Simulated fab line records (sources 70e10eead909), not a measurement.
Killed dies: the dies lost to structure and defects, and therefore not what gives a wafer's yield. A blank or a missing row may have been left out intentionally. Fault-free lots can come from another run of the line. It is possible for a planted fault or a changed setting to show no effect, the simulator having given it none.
Chamber matching | flow nand harc | 4 sister chambers for NHARC_A_STAIRCASE_ALD_420 on ald hk-01
The step deposits SiO2, target thk 20 nm, pulse time 6 s, ald cycles 200. 4 wafers are shown with their chamber, then 9 later ones without.

## WAFERS PAIRED WITH THEIR CHAMBERS
wafer  | chamber | heater power w (W)
L084.3 | 2       | 484
L084.2 | 3       | 446
L084.4 | 1       | 421
L084.5 | 0       | 461

## WAFERS MISSING THEIR CHAMBER
wafer  | heater power w (W)
L085.3 | 474
L085.4 | 490
L085.6 | 435
L090.1 | 444
L090.3 | 484
L090.4 | 420
L097.2 | 479
L097.3 | 469
L097.4 | 428

## CHAMBER TAKEN BY EACH
wafer  | from the rows above     | in truth
L085.3 | can't be placed: 2 or 0 | 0
L085.4 | 2                       | 2
L085.6 | can't be placed: 3 or 1 | 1
L090.1 | 3                       | 3
L090.3 | 2                       | 2
L090.4 | 1                       | 1
L097.2 | can't be placed: 2 or 0 | 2
L097.3 | can't be placed: 0 or 2 | 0
L097.4 | can't be placed: 1 or 3 | 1
Correctly placed: 4 of 9. From these rows, 5 cannot be placed; in 5 the true chamber is one of the candidates. 0 placed wrongly.
How it was worked out, from the rows above alone: a wafer's distance from a chamber is the root of the sum, over the readings, of the square of ((its reading less the chamber's mean) divided by the reading's scatter). The wafer belongs to the nearest chamber; if the next one is less than 2 further off, it can't be placed. For every chamber, the mean is computed from those of its wafers that are shown. The scatter: with one shown wafer a chamber, the root of the mean of the squares of how far each hidden wafer lies from its nearest shown one.
